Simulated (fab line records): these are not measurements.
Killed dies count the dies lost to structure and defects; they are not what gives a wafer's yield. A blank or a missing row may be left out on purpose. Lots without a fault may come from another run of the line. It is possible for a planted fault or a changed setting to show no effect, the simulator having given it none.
Problem report in the 8D (eight disciplines) form, filled by code    flow nand-harc    the parts of the form that need people (team, actions taken, sign-off) are left out

1. THE PROBLEM
At NHARC_A_M0_PEB_07, plate-temp-C averages 99.33 C over 5 wafers from 2 lots, while fault-free wafers read 99.97 C, standard deviation 0.13. Relative to the usual mean, that is a shift of -4.9 standard deviations.
The step: peb time 65 s.
First seen on wafer L391.1, day 26 15:55, on litho-track-04. Wafers with a number at this step in the record: 17, from 6 lots. By rule, "out" or "out of limits" means more than 4 standard deviations away from the usual mean. The rest of the wafers with a number are treated as sound.

2. WHAT THIS IS AND IS NOT
question                     is                      is not
which readings at this step  plate-temp-C            -
which lots                   L391, L394              L386, L398, L400, L405
which wafers of those lots   all that have a number  -
read on which tools          litho-track-04          litho-track-01, litho-track-06
when                         from day 26 15:55       up to then (3 sound wafers); but 9 sound wafers of L398, L400, L405 came after

3. SUSPECTS, AND WHAT RULES EACH OUT
Counting: any tool at a process step up to the reading is kept as a suspect provided that every lot that is out went through it and no sound lot did after the first of them.
- litho-track-04 at NHARC_A_M0_PEB_07 (peb time 65 s): ruled out as a lasting fault. Following L391 (day 26 15:55), the first lot on it that is out, the sound lots L400 were run on it.
Left after counting: nothing in the record.

4. THE CAUSE (what the simulator had put in)
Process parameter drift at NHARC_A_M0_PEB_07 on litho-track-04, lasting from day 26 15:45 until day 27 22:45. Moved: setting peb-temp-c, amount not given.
Counting ruled it out, wrongly.

5. THE CHAIN OF EFFECTS, in route order
Rows list readings where the struck wafers' mean (over those with a number) sits beyond 3 standard deviations from the usual. Only readings for which the record gives a usual standard deviation are gone through. hours: the time from each lot's start at the first step in this table that gives one to its start at this step, as a median over the lots. sigmas: the change in usual standard deviations.
hours  step               reading               usual    on struck wafers  change  sigmas
0      NHARC_A_M0_PEB_07  heater-power-total-W  156.7 W  154.9             -1.8    -4.4
0      NHARC_A_M0_PEB_07  plate-temp-C          99.97 C  99.33             -0.64   -4.9
Its process steps:
- NHARC_A_M0_PEB_07: peb time 65 s.
Later measuring or inspecting steps at which every struck wafer that the step has a row for has a number for every such reading, and none has moved that far: NHARC_A_M0_CD_MEAS_09, NHARC_A_M0_OVL_MEAS_10, NHARC_A_M0_INSPECT_11, NHARC_A_M0_CD_MEAS_16, NHARC_END_SORT_01.

6. WHAT WOULD HAVE CAUGHT IT SOONER
0 hours passed between the start of the fault at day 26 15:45 and the first reading out of limits in this record, taken at day 26 15:55.
